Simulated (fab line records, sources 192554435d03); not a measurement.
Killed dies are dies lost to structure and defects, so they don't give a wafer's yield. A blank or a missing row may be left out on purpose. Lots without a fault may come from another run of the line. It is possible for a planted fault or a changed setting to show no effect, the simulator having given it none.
A struck lot beside a sound one | flow n5-finfet | 22 out of 1938 route steps
Sound: these wafers, L633.1, L633.2, L633.3. Wafers L642.1, L642.3, L642.5 were the ones struck. The cause comes at the end.
For every step that has rows: the tool of each side, followed by ch and its chambers, followed by its first start. Under that, the readings that differ: sound wafers | struck wafers | difference of the means | sigmas: that difference in standard deviations of wafers without a fault.
alike: words and numbers the same on both sides, and readings whose means are apart by under 2 such deviations; not compared: readings that were withheld, readings missing a value for some wafer, numbers with overlapping values and no deviation given by the record, and bounds like >300 which may hide the same value.
The two part at a step that has a row with sigmas, a row that says differs or no value, or rows on one side only. Numbers that have no deviation but don't overlap get no sigmas and don't part them. A reading that every wafer of one side lacks parts them only if that side has two wafers or more.

N5_PASSIVATION_PECVD_00: deposits SiO2 from SiH4/N2O, target thk 200 nm, time 11.2 s.
  sound on pecvd-04 ch 0,1,2, day 13 16:14; struck on pecvd-02 ch 0,2, day 16 18:55
  alike: heater-power-w, showerhead-plenum-p-Torr, throttle-valve-pct
N5_MIM_BOT_DEGAS_01: time 60 s.
  sound on pvd-sputter-03, day 13 16:41; struck on pvd-sputter-02, day 16 20:15
  alike: heater-power-w
N5_MIM_BOT_SPUTTER_00: material TiN, target thk 35 nm, time 89.7 s.
  sound on pvd-sputter-03, day 13 16:43; struck on pvd-sputter-02, day 16 20:17
  alike: substrate-temp-c, throttle-valve-pct
then, 1 step without rows for these wafers: N5_MIM_TOP_ALD_00 (deposits Al2O3, purge time 3 s, co reactant pulse time 3 s).
N5_MIM_TOP_ALD_01: deposits HfO2, target thk 5.6 nm, pulse time 1 s, purge time 3 s.
  sound: ald-hk-02 ch 0,1,2; struck: ald-hk-01 ch 0,1
  alike: precursor-pulse-height-rel
then, 2 steps without rows for these wafers: N5_MIM_TOP_ALD_02 (deposits Al2O3, purge time 3 s, co reactant pulse time 3 s); N5_MIM_TOP_DEGAS_04 (time 60 s).
N5_MIM_TOP_SPUTTER_03: material TiN, target thk 35 nm, time 89.7 s.
  sound on pvd-sputter-01, day 13 17:32; struck on pvd-sputter-03, day 16 20:54
  alike: substrate-temp-c, throttle-valve-pct
then, 4 steps without rows for these wafers: N5_MIM_TOP_LITHO_HMDS_01 (time 60 s); N5_MIM_TOP_LITHO_COAT_02; N5_MIM_TOP_LITHO_EBR_04; N5_MIM_TOP_LITHO_SOFTBAKE_03 (time 90 s).
N5_MIM_TOP_LITHO_EXPOSE_05: exposes mask MIM TOP, target cd 2000 nm.
  sound on krf-scanner-01 ch 0, day 13 17:45; struck on krf-scanner-01 ch 0, day 16 21:07
  reading              | sound                | struck               | difference | sigmas
  exposure-dose-mJ-cm2 | 20.494 20.471 20.476 | 18.533 18.530 18.529 | -1.950     | -89
  alike: mask
then, 3 steps without rows for these wafers: N5_MIM_TOP_LITHO_PEB_06; N5_MIM_TOP_LITHO_DEVELOP_07 (develop time 60 s); N5_MIM_TOP_LITHO_HARDBAKE_09 (time 120 s).
N5_MIM_TOP_LITHO_CD_MEAS_08: the cd target is 2000 nm.
  sound on cd-sem-01 ch 0, day 13 17:55; struck on cd-sem-01 ch 0, day 16 21:17
  reading    | sound                | struck               | difference | sigmas
  cd-nm (nm) | 1996.4 1997.6 1997.4 | 2017.7 2016.0 2016.6 | +19.6      | +9
N5_MIM_TOP_LITHO_OVL_MEAS_11:
  sound on overlay-01 ch 0, day 13 17:57; struck on overlay-01 ch 0, day 16 21:19
  alike: MIM_TOP_OVL
N5_MIM_TOP_LITHO_INSPECT_12: inspects for defects (macro).
  sound on defect-inspect-01, day 13 17:59; struck on defect-inspect-01, day 16 21:20
  alike: raw-defect-count
N5_MIM_TOP_LITHO_DESCUM_10: chemistry O2, time 7.9 s.
  sound on rie-diel-05 ch 1,2,3, day 13 18:01; struck on rie-diel-03 ch 0,1, day 16 21:57
  reading                        | sound          | struck         | difference | sigmas
  model.MIM_TOP_LITHO.cd-nm (nm) | 1996 1997 1997 | 2017 2016 2017 | +20        |
  alike: drypump-motor-current-A, oes-product-au, rf-vpp-V, showerhead-plenum-p-Torr, throttle-valve-pct
  not compared: rf-hours-counter-h
then, 2 steps without rows for these wafers: N5_MIM_TOP_ETCH_ETCH_00 (etches TiN in Cl2/BCl3, target depth 38.5 nm); N5_PASSIVATION_PROBE_49.

== WHERE THEY PART ==
Earliest at N5_MIM_TOP_LITHO_EXPOSE_05; latest, in this record, at N5_MIM_TOP_LITHO_CD_MEAS_08. Later steps at which nothing parts them and some readings are alike: N5_MIM_TOP_LITHO_OVL_MEAS_11, N5_MIM_TOP_LITHO_INSPECT_12, N5_MIM_TOP_LITHO_DESCUM_10.

WHY: what the simulator had put in
Process parameters drifting: krf-scanner-01 at N5_MIM_TOP_LITHO_EXPOSE_05, beginning at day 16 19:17. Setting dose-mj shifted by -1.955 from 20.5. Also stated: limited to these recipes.
